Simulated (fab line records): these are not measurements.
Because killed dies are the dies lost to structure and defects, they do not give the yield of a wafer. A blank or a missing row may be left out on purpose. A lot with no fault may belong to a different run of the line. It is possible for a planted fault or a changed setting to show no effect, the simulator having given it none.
Matching of chambers -- flow nand harc -- NHARC_A_WL_FILL_ETCHBACK_26 on rie si-04 has 4 sister chambers
The step etches the open film in HBr, target depth 52 nm, time 13.3 s. 4 wafers are shown with their chamber, then 8 later ones without.

## WAFERS WITH THEIR CHAMBER
wafer,chamber,he backside leak sccm (sccm)
L078.4,2,2.39
L082.2,3,2.88
L082.4,0,2.66
L085.1,1,2.85

## WAFERS WITH NO CHAMBER GIVEN
wafer,he backside leak sccm (sccm)
L085.2,2.64
L085.4,2.66
L088.2,2.79
L088.4,2.45
L088.5,2.96
L096.1,2.82
L096.3,3.13
L096.5,2.80

## WHICH CHAMBER EACH WENT THROUGH
wafer,from the rows above,in truth
L085.2,can't be placed: 0 or 1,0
L085.4,can't be placed: 0 or 1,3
L088.2,can't be placed: 1 or 3 or 0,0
L088.4,can't be placed: 2 or 0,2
L088.5,can't be placed: 3 or 1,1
L096.1,can't be placed: 1 or 3 or 0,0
L096.3,can't be placed: 3 or 1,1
L096.5,can't be placed: 1 or 3 or 0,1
Correctly placed: 0 of 8. Not placeable from these rows: 8 (in 7, the candidates include the true chamber). Number placed wrongly: 0.
How it was worked out, from the rows above alone: a wafer's distance from a chamber is the root of the sum, over the readings, of the square of ((its reading less the chamber's mean) divided by the reading's scatter). If the next closest chamber is less than 2 further off than the closest, the wafer can't be placed; otherwise it belongs to the closest. The mean given for a chamber averages the wafers shown for that chamber. The scatter: with one shown wafer a chamber, the root of the mean of the squares of how far each hidden wafer lies from its nearest shown one.
